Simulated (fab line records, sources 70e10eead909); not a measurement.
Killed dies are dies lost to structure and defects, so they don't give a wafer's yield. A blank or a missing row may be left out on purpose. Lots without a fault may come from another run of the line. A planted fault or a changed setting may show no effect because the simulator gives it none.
Chamber matching | flow nand_harc | NHARC_P_CONTACT_DESCUM_17 on rie_diel-10: 4 sister chambers
The step chemistry O2, time 3 s. 8 wafers are shown with their chamber, then 12 later ones without.

WAFERS WITH THEIR CHAMBER
wafer  | chamber | showerhead_plenum_p_Torr (Torr) | drypump_motor_current_A (A)
L080.2 | 0       | 1.82                            | 6.16
L083.2 | 3       | 1.93                            | 5.40
L085.2 | 3       | 1.93                            | 5.38
L085.3 | 1       | 1.97                            | 5.77
L085.4 | 0       | 1.81                            | 6.24
L092.1 | 1       | 1.96                            | 5.76
L092.4 | 2       | 2.05                            | 5.59
L092.6 | 2       | 2.05                            | 5.58

WAFERS WITHOUT THEIR CHAMBER
wafer  | showerhead_plenum_p_Torr (Torr) | drypump_motor_current_A (A)
L093.2 | 1.81                            | 6.22
L093.3 | 2.05                            | 5.61
L093.5 | 1.93                            | 5.38
L095.2 | 1.81                            | 6.20
L095.3 | 1.96                            | 5.74
L095.6 | 1.96                            | 5.76
L095.1 | 2.05                            | 5.58
L095.4 | 1.92                            | 5.39
L095.5 | 1.81                            | 6.20
L096.2 | 1.81                            | 6.20
L096.3 | 1.92                            | 5.38
L096.6 | 1.96                            | 5.78

WHICH CHAMBER EACH WENT THROUGH
wafer  | from the rows above | in truth
L093.2 | 0                   | 0
L093.3 | 2                   | 2
L093.5 | 3                   | 3
L095.2 | 0                   | 0
L095.3 | 1                   | 1
L095.6 | 1                   | 1
L095.1 | 2                   | 2
L095.4 | 3                   | 3
L095.5 | 0                   | 0
L096.2 | 0                   | 0
L096.3 | 3                   | 3
L096.6 | 1                   | 1
Placed correctly: 12 of 12. Can't be placed from these rows: 0. Placed wrongly: 0.
How it was worked out, from the rows above alone: a wafer's distance from a chamber is the root of the sum, over the readings, of the square of ((its reading less the chamber's mean) divided by the reading's scatter). The wafer belongs to the nearest chamber; if the next one is less than 2 further off, it can't be placed. A chamber's mean is the mean of its shown wafers. The scatter: the root of (the sum of the squares of (reading less its chamber's mean) over the shown wafers, divided by (wafers less chambers)).
